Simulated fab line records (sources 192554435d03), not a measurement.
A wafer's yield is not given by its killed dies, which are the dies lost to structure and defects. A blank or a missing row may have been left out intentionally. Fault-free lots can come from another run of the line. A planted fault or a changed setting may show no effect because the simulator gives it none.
fab line records	flow n5-finfet
record lots=9	wafers=26	last-day=17
route steps=1938 shown BEOL_M2@859 BEOL_M4@1111 PASSIVATION@1936
lots that met no fault: from a run of the same line without faults
start-h: hours from the record's opening day to when the first of the lot's shown wafers began	wait-h: hours since the lot's step before	" repeats the value in the row above	L1.1+2: a row that stands for several wafers	- either no value or no given start	* or withheld: withheld	< > ~ a bound
route shown NAME@n: a module of which the file shows steps, and the number in the route of the first	usual: mean/standard deviation taken from wafers without a fault	same: alike in all rows	chamber/n: place in a boat	sites: readings site by site	_std_site: how widely they spread, as a standard deviation	_edge_site: mean of outer sites minus mean of inner sites	radius-mm: for every site, how far away it sits from the centre of the wafer	mask NAME#n: copy n	behind: the last tool/chamber to shape the wafer	hold: why the lot went on hold/how many hours it stayed there/how the hold came to an end	device: transistor that didn't switch, given as n, p or np	end of line: the route-end tests of the same wafers	where a step has no rows: the recipe by itself	killed: not the wafer's yield, but the dies lost to structure and defects at the first sort	map: the dies of a wafer, with x for killed, . for not killed, _ for no die there
set.NAME: the setting as run; set.NAME@STEP: as run at that earlier step	model.NAME: the simulator's own value behind a step, which no gauge read
one table for each step of the route and one row for each wafer, over a sample of lots
services: a tool's chamber out of use, with start hour (start-h, from the record's first day; less than 0 if before it), hours out, and reason
## steps
# step N5_BEOL_M2_ETCH_63
# recipe chemistry=CF4	target=SiARC	target-depth-a=156	mask-material=CAR-EUV	time-s=26	ion-energy-ev=80	pressure-mtorr=40	source-w=545	bias-w=36	Ar_flow_sccm=100	cf4-flow-sccm=100	ends=cleared
# usual drypump-motor-current-A=5.7/0.45	etch-rf-on-time-s=25.8/1	oes-product-au=0.68/0.091	rf-vpp-V=184.5/0.99	showerhead-plenum-p-Torr=2.18/0.058	throttle-valve-pct=15.58/0.27
lot.wafer	tool	chamber	start-h	wait-h	drypump-motor-current-A	etch-rf-on-time-s	oes-product-au	rf-hours-counter-h	rf-vpp-V	showerhead-plenum-p-Torr	throttle-valve-pct
L436.2	rie-diel-06	0	146.76	0.0	5.7	27.2	0.65	119	184.2	2.16	15.45
L436.4	"	1	"	"	6.1	28.0	0.58	215	183.6	2.13	15.70
L448.3	rie-diel-05	0	212.33	0.0	6.1	25.5	0.63	206	185.4	2.22	15.58
L448.5	"	3	"	"	5.6	25.2	0.77	-	185.2	2.27	15.36
L448.6	"	0	"	"	6.0	25.5	0.64	-	185.2	2.22	15.60
L447.1	rie-diel-04	1	215.48	0.0	5.1	25.7	0.59	244	184.3	2.19	16.03
L447.2	"	0	"	"	5.9	24.7	0.79	27	184.1	2.09	15.26
L447.3	"	3	"	"	5.4	25.9	0.78	15	182.4	2.10	15.32
L450.2	rie-diel-05	1	224.72	0.0	5.2	24.9	0.85	9	184.9	2.20	15.43
L450.4	"	2	"	"	6.3	25.0	0.70	114	185.3	2.26	15.60
L450.6	"	3	"	"	5.6	25.6	0.76	-	186.5	2.27	15.36
L452.1	rie-diel-06	3	240.69	0.0	5.8	25.0	0.62	214	182.7	2.13	15.91
L452.2	"	2	"	"	6.1	24.8	0.64	189	186.0	2.21	15.26
L452.3	"	1	"	"	6.1	28.0	0.57	248	183.1	2.12	15.76
L453.1	rie-diel-05	3	251.65	0.0	5.6	25.3	0.74	37	186.5	2.26	15.38
L453.2	"	0	"	"	6.1	25.7	0.62	217	185.5	2.21	15.62
L453.3	"	1	"	"	5.2	25.4	0.82	19	185.2	2.20	15.45
L455.1	rie-diel-06	2	266.54	0.0	6.1	25.0	0.64	200	185.1	2.20	15.29
L455.3	"	0	"	"	5.7	27.6	0.62	164	183.8	2.15	15.54
L455.6	"	3	"	"	5.8	25.2	0.62	-	184.2	2.13	15.93
L456.2	rie-diel-05	1	273.81	0.0	5.1	25.3	0.80	26	184.5	2.19	15.47
L456.3	"	2	"	"	6.3	24.9	0.68	130	185.2	2.25	15.63
L456.6	"	2	"	"	6.3	24.8	0.69	-	184.3	2.25	15.63
L457.1	rie-diel-06	0	280.22	0.0	5.7	27.7	0.61	170	184.9	2.14	15.54
L457.3	"	3	"	"	5.8	25.3	0.62	226	183.0	2.13	15.93
L457.6	"	0	"	"	5.7	27.7	0.61	-	182.6	2.14	15.55
# step N5_BEOL_M2_DESCUM_33
# recipe chemistry=O2	time-s=7	source-power-w=50	bias-power-w=20	pressure-mtorr=20	rf-frequency-hz=2.712e+07	temp-c=40	resist=CAR-EUV	o2-flow-sccm=225
# usual drypump-motor-current-A=5.6/0.45	o2-flow-sccm=225.0/0.73	oes-product-au=0.78/0.1	rf-vpp-V=243.5/1.1	showerhead-plenum-p-Torr=2.11/0.058	throttle-valve-pct=20.36/0.29
lot.wafer	tool	chamber	start-h	wait-h	drypump-motor-current-A	o2-flow-sccm	oes-product-au	rf-hours-counter-h	rf-vpp-V	showerhead-plenum-p-Torr	throttle-valve-pct
L436.2	rie-diel-05	3	148.04	0.5	5.6	225.7	0.97	1	245.1	2.24	20.27
L436.4	"	1	"	"	5.2	223.9	0.71	240	243.7	2.15	20.71
L448.3	rie-diel-04	2	213.37	0.0	4.8	224.7	0.68	250	243.6	2.15	20.91
L448.5	"	0	"	"	5.9	225.0	0.90	-	243.0	2.05	20.15
L448.6	"	1	"	"	5.1	224.2	0.66	-	243.7	2.15	20.82
L447.1	rie-diel-06	1	216.79	0.4	6.1	225.8	0.67	240	242.9	2.07	20.53
L447.2	"	3	"	"	5.8	225.7	0.73	206	243.1	2.04	20.40
L447.3	"	2	"	"	6.1	224.4	0.74	181	243.8	2.17	19.95
L450.2	rie-diel-06	1	225.56	0.0	6.1	225.9	0.67	243	243.1	2.07	20.53
L450.4	"	0	"	"	5.7	224.4	0.76	147	242.2	2.06	19.99
L450.6	"	0	"	"	5.7	223.6	0.75	-	242.3	2.06	20.00
L452.1	rie-diel-04	0	241.52	0.0	5.9	225.2	0.88	39	242.1	2.04	20.17
L452.2	"	3	"	"	5.4	225.1	0.90	27	242.7	2.07	20.41
L452.3	"	2	"	"	4.8	225.7	1.00	1	243.1	2.15	20.46
L453.1	rie-diel-05	3	253.55	0.9	5.6	225.7	0.87	38	244.2	2.23	20.31
L453.2	"	0	"	"	6.0	224.4	0.72	218	244.2	2.13	20.08
L453.3	"	1	"	"	5.2	224.6	0.94	20	244.1	2.14	20.24
L455.1	rie-diel-05	2	267.40	0.0	6.3	225.2	0.76	128	244.4	2.21	20.55
L455.3	"	0	"	"	6.1	225.8	0.72	222	244.1	2.13	20.10
L455.6	"	2	"	"	6.3	225.4	0.77	-	244.8	2.21	20.55
L456.2	rie-diel-05	3	274.84	0.1	5.6	224.7	0.85	44	245.5	2.22	20.31
L456.3	"	1	"	"	5.2	225.3	0.93	26	243.6	2.14	20.24
L456.6	"	1	"	"	5.2	225.3	0.93	-	243.6	2.14	20.25
L457.1	rie-diel-06	1	281.04	0.0	6.2	224.8	0.99	1	243.5	2.07	20.12
L457.3	"	3	"	"	5.8	225.4	0.71	226	242.8	2.03	20.41
L457.6	"	1	"	"	6.2	225.6	0.99	-	242.8	2.07	20.12
# step N5_BEOL_M2_VIA_ETCH_34
# recipe chemistry=C4F6/O2	target-depth-a=694	mask-material=SOC	pressure-mtorr=15	ion-energy-ev=250	taper-deg=4	time-s=65.9	source-w=350	bias-w=170	Ar_flow_sccm=300	C4F6_flow_sccm=10	O2_flow_sccm=10
# usual drypump-motor-current-A=5.7/0.46	oes-product-au=0.81/0.11	rf-vpp-V=663/28	run-length-s=89.1/0.48	showerhead-plenum-p-Torr=2.90/0.068	throttle-valve-pct=30.7/0.36
lot.wafer	tool	chamber	start-h	wait-h	drypump-motor-current-A	oes-product-au	rf-hours-counter-h	rf-vpp-V	run-length-s	showerhead-plenum-p-Torr	throttle-valve-pct
L436.2	rie-diel-04	0	151.96	0.0	5.9	1.00	1	645	89.4	2.80	30.4
L436.4	"	0	"	"	5.9	1.00	-	645	89.5	2.79	30.4
L448.3	rie-diel-04	0	217.22	0.0	5.9	0.91	28	645	82.8	2.78	30.4
L448.5	"	2	"	"	4.8	0.66	-	683	89.2	2.90	31.3
L448.6	"	3	"	"	5.4	0.92	-	663	88.4	2.81	30.9
L447.1	rie-diel-04	1	220.07	0.0	5.1	0.68	246	647	88.2	2.91	31.1
L447.2	"	3	"	"	5.4	0.93	17	663	88.5	2.81	30.8
L447.3	"	0	"	"	5.9	0.92	29	645	82.4	2.78	30.4
L450.2	rie-diel-06	1	227.42	0.0	6.1	0.67	243	690	88.9	2.82	30.8
L450.4	"	0	"	"	5.7	0.75	147	713	89.0	2.85	30.6
L450.6	"	3	"	"	5.8	0.74	-	696	89.0	2.84	31.2
L452.1	rie-diel-06	3	242.95	0.0	5.8	0.73	215	699	89.2	2.83	31.2
L452.2	"	0	"	"	5.7	0.74	153	714	88.2	2.85	30.6
L452.3	"	2	"	"	6.0	0.73	189	664	89.3	2.94	30.2
L453.1	rie-diel-05	3	262.50	0.0	5.6	0.86	40	624	89.3	2.98	30.5
L453.2	"	2	"	"	6.3	0.79	126	615	89.6	2.99	31.1
L453.3	"	0	"	"	6.1	0.73	220	681	89.0	2.91	30.3
L455.1	rie-diel-06	3	269.46	0.0	5.8	0.73	220	697	89.1	2.83	31.2
L455.3	"	2	"	"	6.1	0.74	200	665	89.0	2.94	30.2
L455.6	"	3	"	"	5.8	0.72	-	697	89.8	2.83	31.2
L456.2	rie-diel-05	3	275.39	0.0	5.6	0.84	44	621	89.1	2.97	30.4
L456.3	"	2	"	"	6.3	0.78	130	618	89.5	2.99	31.1
L456.6	"	3	"	"	5.6	0.84	-	622	89.5	2.97	30.5
L457.1	rie-diel-04	1	282.92	0.0	5.1	0.96	11	647	88.2	2.90	31.1
L457.3	"	2	"	"	4.8	0.91	17	685	89.1	2.89	30.8
L457.6	"	1	"	"	5.1	0.96	-	647	88.5	2.90	31.1
# step N5_BEOL_M2_STRIP_97
# recipe chemistry=N2/H2	time-s=10	power-w=450	temp-c=40	pressure-mtorr=20	rf-frequency-hz=6e+07	bias-power-w=7	n2-flow-sccm=200	h2-flow-sccm=200
# usual drypump-motor-current-A=5.7/0.46	oes-product-au=0.81/0.11	rf-vpp-V=59.3/0.85	showerhead-plenum-p-Torr=2.59/0.075	throttle-valve-pct=23.63/0.29
lot.wafer	tool	chamber	start-h	wait-h	drypump-motor-current-A	oes-product-au	rf-hours-counter-h	rf-vpp-V	showerhead-plenum-p-Torr	throttle-valve-pct
L436.2	rie-diel-04	0	-	-	5.9	1.00	1	58.9	2.52	23.60
L436.4	"	0	"	"	5.9	0.98	-	55.8	2.52	23.59
L448.3	rie-diel-04	0	-	-	5.9	0.90	28	58.5	2.50	23.63
L448.5	"	2	"	"	4.8	0.69	-	60.0	2.60	24.27
L448.6	"	3	"	"	5.4	0.92	-	58.4	2.47	23.08
L447.1	rie-diel-04	1	-	-	5.1	0.66	246	58.3	2.59	23.89
L447.2	"	3	"	"	5.4	0.93	18	58.7	2.47	23.09
L447.3	"	0	"	"	5.9	0.89	29	59.4	2.50	23.64
L450.2	rie-diel-06	1	-	-	6.1	0.67	243	59.0	2.48	23.50
L450.4	"	0	"	"	5.7	0.76	147	59.8	2.54	23.52
L450.6	"	3	"	"	5.8	0.72	-	58.7	2.52	23.93
L452.1	rie-diel-06	3	-	-	5.8	0.72	215	59.7	2.51	23.96
L452.2	"	0	"	"	5.7	0.75	153	58.1	2.54	23.51
L452.3	"	2	"	"	6.1	0.74	189	59.4	2.66	23.48
L453.1	rie-diel-05	3	-	-	5.6	0.87	40	59.5	2.72	23.92
L453.2	"	2	"	"	6.3	0.78	126	59.9	2.66	23.66
L453.3	"	0	"	"	6.1	0.73	220	59.0	2.62	23.31
L455.1	rie-diel-06	3	-	-	5.8	0.71	220	58.9	2.51	23.95
L455.3	"	2	"	"	6.1	0.73	200	59.9	2.66	23.50
L455.6	"	3	"	"	5.8	0.71	-	59.7	2.51	23.94
L456.2	rie-diel-05	3	-	-	5.6	0.86	44	60.0	2.72	23.95
L456.3	"	2	"	"	6.4	0.77	131	58.3	2.66	23.65
L456.6	"	3	"	"	5.6	0.84	-	60.1	2.72	23.94
L457.1	rie-diel-04	1	-	-	5.1	0.94	11	59.6	2.58	23.75
L457.3	"	2	"	"	4.8	0.93	17	59.8	2.59	23.81
L457.6	"	1	"	"	5.1	0.93	-	58.8	2.58	23.77
# step N5_BEOL_M4_RC_MEAS_101
# usual DIBL_N=37.5/2	DIBL_P=37.5/2.5	IOFF_N=0.18/0.042	IOFF_P=0.24/0.046	ION_N=677/15	ION_P=464/9.5	SS_N=72.0/0.76	SS_P=73.6/0.79	VT_N=249/3.5	VT_P=-249/3.2
lot.wafer	tool	chamber	start-h	wait-h	DIBL_N[mV/V]	DIBL_P[mV/V]	IOFF_N[nA/um]	IOFF_P[nA/um]	ION_N[uA/um]	ION_P[uA/um]	SS_N[mV/dec]	SS_P[mV/dec]	VT_N[mV]	VT_P[mV]
L436.2	prober-01	0	173.71	0.2	34.7	34.3	0.14	0.18	698	476	71.2	72.8	254	-251
L436.4	"	0	"	"	38.8	37.2	0.21	0.21	670	459	73.5	73.6	247	-253
L448.3	prober-02	0	245.03	0.3	36.6	36.4	0.17	0.23	679	466	72.4	72.9	253	-248
L448.5	"	0	"	"	39.6	38.8	0.26	0.28	677	460	73.7	73.7	247	-246
L448.6	"	0	"	"	34.4	33.9	0.14	0.20	685	464	71.8	72.4	250	-251
L447.1	prober-02	0	247.20	0.0	39.4	39.6	0.22	0.23	676	457	72.2	74.0	248	-252
L447.2	"	0	"	"	39.2	39.9	0.21	0.25	680	460	72.6	74.8	247	-249
L447.3	"	0	"	"	34.6	34.0	0.14	0.17	663	448	71.4	72.7	252	-254
L450.2	prober-02	0	253.53	0.2	35.3	34.4	0.12	0.18	661	461	71.0	72.3	254	-252
L450.4	"	0	"	"	36.3	35.7	0.15	0.20	688	476	71.4	72.5	252	-255
L450.6	"	0	"	"	35.2	34.0	0.12	0.17	648	452	71.3	72.6	257	-254
L452.1	prober-01	0	273.67	0.0	40.8	40.6	0.23	0.29	690	470	72.2	74.2	244	-247
L452.2	"	0	"	"	38.5	36.9	0.18	0.24	655	457	71.7	73.8	249	-247
L452.3	"	0	"	"	39.0	38.1	0.19	0.25	664	460	71.6	73.0	249	-247
L453.1	prober-01	0	291.42	0.5	36.3	37.2	0.17	0.24	693	480	70.8	72.9	248	-247
L453.2	"	0	"	"	35.6	35.8	0.15	0.22	665	466	71.5	72.4	248	-248
L453.3	"	0	"	"	40.4	39.2	0.25	0.27	676	461	73.2	73.8	248	-244
L455.1	prober-02	0	294.48	0.0	39.4	38.3	0.23	0.24	708	470	72.3	74.6	244	-249
L455.3	"	0	"	"	37.3	34.9	0.18	0.19	685	465	71.6	72.8	248	-250
L455.6	"	0	"	"	37.4	36.5	0.18	0.20	693	467	72.1	73.8	247	-251
L456.2	prober-01	0	305.41	0.2	39.4	39.4	0.22	0.25	683	457	72.8	74.8	244	-249
L456.3	"	0	"	"	34.4	34.4	0.12	0.18	672	465	71.4	73.1	251	-254
L456.6	"	0	"	"	39.7	40.4	0.23	0.28	697	474	72.3	74.5	241	-249
L457.1	prober-02	0	307.06	0.0	37.1	36.8	0.19	0.20	668	454	72.8	73.0	248	-253
L457.3	"	0	"	"	35.2	35.5	0.13	0.18	659	452	71.5	73.1	251	-253
L457.6	"	0	"	"	38.5	38.6	0.20	0.23	673	457	72.3	74.2	248	-249
# step N5_PASSIVATION_PROBE_49
# usual defect-limited-yield=91.8/1.5	killed_at_M0_to_M3=33/11	killed_at_M4_up=13/5	killed-at-contacts=11/5.6	killed-at-front-end=36/12	killed-at-other=3.4/2.5	killed-dies=97/18	killed-open=64/13	killed-short=31/6.9	sort_bin_5_function=4.8/1	sort_bin_6_memory=3.1/0.64	sort_bin_8_speed=0.00/0.014	sort-n-pass=1083/18	sort-yield-pct=91.8/1.5
# same gross-dies=1180	killed-at-back-side=0	sort_bin_4_leakage[%]=0
lot.wafer	tool	chamber	start-h	wait-h	defect-limited-yield[%]	killed_at_M0_to_M3	killed_at_M4_up	killed-at-contacts	killed-at-front-end	killed-at-other	killed-dies	killed-open	killed-short	sort_bin_5_function[%]	sort_bin_6_memory[%]	sort_bin_8_speed[%]	sort-n-pass	sort-yield-pct[%]
L448.3	prober-02	-	355.45	0.1	92.5	28	8	4	47	1	88	52	23	3.7	2.5	0	1092	92.5
L448.5	prober-02	-	355.55	0.2	92.2	31	16	5	39	1	92	54	30	4.1	2.8	0	1088	92.2
L448.6	prober-02	-	355.60	0.3	93.3	28	14	3	28	6	79	49	29	3.6	2.7	0	1101	93.3
# killed by level:class
L448.3 HKMG_FIN:area-etch=13 STI_FIN_REVEAL:geometric-particle:open=9 BEOL_M3:geometric-particle:open=9 BEOL_M0_SAQP:geometric-particle:open=7 FIN_SAQP:geometric-particle:open=6 BEOL_M1:geometric-particle:open=5 FIN_SAQP:geometric-particle:short=3 STI_FIN_REVEAL:geometric-particle:short=3
L448.5 STI_FIN_REVEAL:geometric-particle:open=11 BEOL_M0_SAQP:geometric-particle:short=7 BEOL_M0_SAQP:geometric-particle:open=7 HKMG_FIN:area-etch=7 MOL_CONTACT_COAG:geometric-particle:open=5 BEOL_M0:geometric-particle:short=5 BEOL_M3:geometric-particle:open=5 FIN_SAQP:geometric-particle:open=4
L448.6 BEOL_M3:geometric-particle:open=7 FIN_SAQP:geometric-particle:open=6 BEOL_M0_SAQP:geometric-particle:short=6 FIN_SAQP:geometric-particle:short=5 BEOL_M0:geometric-particle:open=5 BEOL_M4:geometric-particle:open=5 BEOL_M1:geometric-particle:open=4 STI_FIN_REVEAL:geometric-particle:open=3
## services
tool	chamber	start-h	hours	kind
rie-diel-05	3	131.35	-	clean
rie-diel-05	3	131.35	-	consumable-replace:focus-ring
rie-diel-05	3	131.35	-	consumable-replace:showerhead
rie-diel-05	3	131.35	13.3	scheduled-down
rie-diel-05	3	131.35	13.3	vent-cycle
rie-diel-04	3	148.63	-	clean
rie-diel-04	3	148.63	-	consumable-replace:focus-ring
rie-diel-04	3	148.63	22.8	scheduled-down
rie-diel-04	3	148.63	22.8	vent-cycle
rie-diel-05	1	178.48	-	clean
rie-diel-05	1	178.48	-	consumable-replace:focus-ring
rie-diel-05	1	178.48	18.8	scheduled-down
rie-diel-05	1	178.48	18.8	vent-cycle
rie-diel-06	0	207.22	4.4	repair
rie-diel-04	2	217.90	5.7	repair
rie-diel-04	2	223.62	-	clean
rie-diel-04	2	223.62	-	consumable-replace:focus-ring
rie-diel-04	2	223.62	14.5	scheduled-down
rie-diel-05	0	230.90	5.1	repair
rie-diel-06	3	245.02	16.7	repair
rie-diel-06	1	261.75	-	clean
rie-diel-06	1	261.75	-	consumable-replace:focus-ring
rie-diel-06	1	261.75	17.4	scheduled-down
rie-diel-06	1	261.75	17.4	vent-cycle
## key
first-sign step=N5_BEOL_M2_VIA_ETCH_34	reading=run-length-s	direction=down	sigmas=14	usual=*	struck=*
effect none on later readings
met-at N5_BEOL_M2_VIA_ETCH_34
struck-lots L447,L448
struck-wafers L447.3,L448.3
baseline-loss step=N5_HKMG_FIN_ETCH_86	wafers=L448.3
not-acting-at N5_BEOL_M2_ETCH_63,N5_BEOL_M2_DESCUM_33,N5_BEOL_M2_STRIP_97
onset-between 151.96 217.22
fault kind=process-parameter-drift	tool=rie-diel-04	chamber=-	onset-h=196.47	steps=N5_BEOL_M2_VIA_ETCH_34	channel=time-s	offset=*	shape=step	end-h=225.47	scope=struck-wafers-only	acts-in=*	stated=*
# baseline-loss: these wafers lose ten dies or more at that step, a loss of the line's own and not of a fault; the sort's usual values leave them out
